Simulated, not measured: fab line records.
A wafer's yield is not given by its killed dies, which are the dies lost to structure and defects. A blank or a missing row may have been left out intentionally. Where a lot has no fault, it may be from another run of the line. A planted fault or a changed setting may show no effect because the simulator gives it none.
Which tool did it? + flow n5 finfet + 11 lots with 31 wafers sampled at 2 steps, on a route of 1938 steps

== WHAT THE GAUGES READ, wafer by wafer ==
N5_BEOL_M9_INSPECT_13: inspects for defects (brightfield). Usual: raw defect count reads 432 (standard deviation 81).
| lot  | measured     | on                | raw defect count | flag |
|------|--------------|-------------------|------------------|------|
| L503 | day 9 13:02  | defect inspect-02 | 500 433 504      |      |
| L505 | day 10 02:54 | defect inspect-01 | 714 413 394      |      |
| L508 | day 10 17:40 | defect inspect-02 | 511 368 326      |      |
| L509 | day 10 19:45 | defect inspect-01 | 505 452 422      |      |
| L511 | day 11 08:22 | defect inspect-02 | 464 352 334      |      |
| L510 | day 11 11:14 | defect inspect-02 | 425 395 329      |      |
| L519 | day 13 15:57 | defect inspect-02 | 462 369          |      |
| L521 | day 14 03:58 | defect inspect-01 | 431 278          |      |
| L523 | day 14 16:06 | defect inspect-01 | 457 383 387      |      |
| L526 | day 15 03:11 | defect inspect-01 | 629 359 438      |      |
| L525 | day 15 07:32 | defect inspect-01 | 441 466 498      |      |

== WHICH TOOL RAN EACH LOT (tool, then ch and the chambers of the sampled wafers, then the start) ==
| lot  | N5_BEOL_M9_ILD_DEP_00           |
|------|---------------------------------|
| L503 | pecvd-02 ch 0,2, day 9 10:20    |
| L505 | pecvd-03 ch 1,2, day 10 00:23   |
| L508 | pecvd-01 ch 0,1, day 10 15:11   |
| L509 | pecvd-01 ch 0,2, day 10 17:38   |
| L511 | pecvd-01 ch 1,2, day 11 05:20   |
| L510 | pecvd-01 ch 0,1,2, day 11 09:07 |
| L519 | pecvd-02 ch 0,1, day 13 13:35   |
| L521 | pecvd-02 ch 0,2, day 14 00:57   |
| L523 | pecvd-02 ch 0,1,2, day 14 10:15 |
| L526 | pecvd-01 ch 1,2, day 15 01:15   |
| L525 | pecvd-03 ch 0,1,2, day 15 05:30 |
- N5_BEOL_M9_ILD_DEP_00: deposits SiCOH lowk from DEMS/porogen, target thk 308.51 nm, time 58 s.

== AS READ BY THE TOOLS THEMSELVES (means over the sampled wafers that have a number; for cases with no such wafer, the mark the record gives instead) ==
N5_BEOL_M9_ILD_DEP_00. Usual: heater power w 327 W, standard deviation 39; showerhead plenum p Torr 5.734 Torr, standard deviation 0.015; throttle valve pct 13.5 %, standard deviation 0.62.
| lot  | tool     | heater power w (W) | showerhead plenum p Torr (Torr) | throttle valve pct (%) | flag |
|------|----------|--------------------|---------------------------------|------------------------|------|
| L503 | pecvd-02 | 319                | 5.712                           | 12.6                   |      |
| L505 | pecvd-03 | 325                | 5.740                           | 14.5                   |      |
| L508 | pecvd-01 | 310                | 5.733                           | 13.9                   |      |
| L509 | pecvd-01 | 311                | 5.731                           | 13.2                   |      |
| L511 | pecvd-01 | 326                | 5.745                           | 13.3                   |      |
| L510 | pecvd-01 | 302                | 5.742                           | 13.5                   |      |
| L519 | pecvd-02 | 374                | 5.737                           | 14.1                   |      |
| L521 | pecvd-02 | 316                | 5.729                           | 12.9                   |      |
| L523 | pecvd-02 | 322                | 5.714                           | 13.5                   |      |
| L526 | pecvd-01 | 362                | 5.751                           | 13.4                   |      |
| L525 | pecvd-03 | 324                | 5.739                           | 14.1                   |      |

== THE ANSWER, worked out from the rows above alone ==
Rule: a lot is off if the mean of its wafers that have a number lies more than 3 standard deviations from the usual mean. Also off: a lot with no number at a reading for which 4 or more lots have one. The other lots that the step has rows for count as sound. The gauges are gone through in route order, then the tools' own readings, and for those a lot's mean is taken as printed above. The first step at which some lot is off is used, and at that step the reading that is off furthest; a lot without a number counts as furthest.
Nothing can be told from this: no lot is off at any reading shown.

== WHAT WAS PUT IN BY THE SIMULATOR ==
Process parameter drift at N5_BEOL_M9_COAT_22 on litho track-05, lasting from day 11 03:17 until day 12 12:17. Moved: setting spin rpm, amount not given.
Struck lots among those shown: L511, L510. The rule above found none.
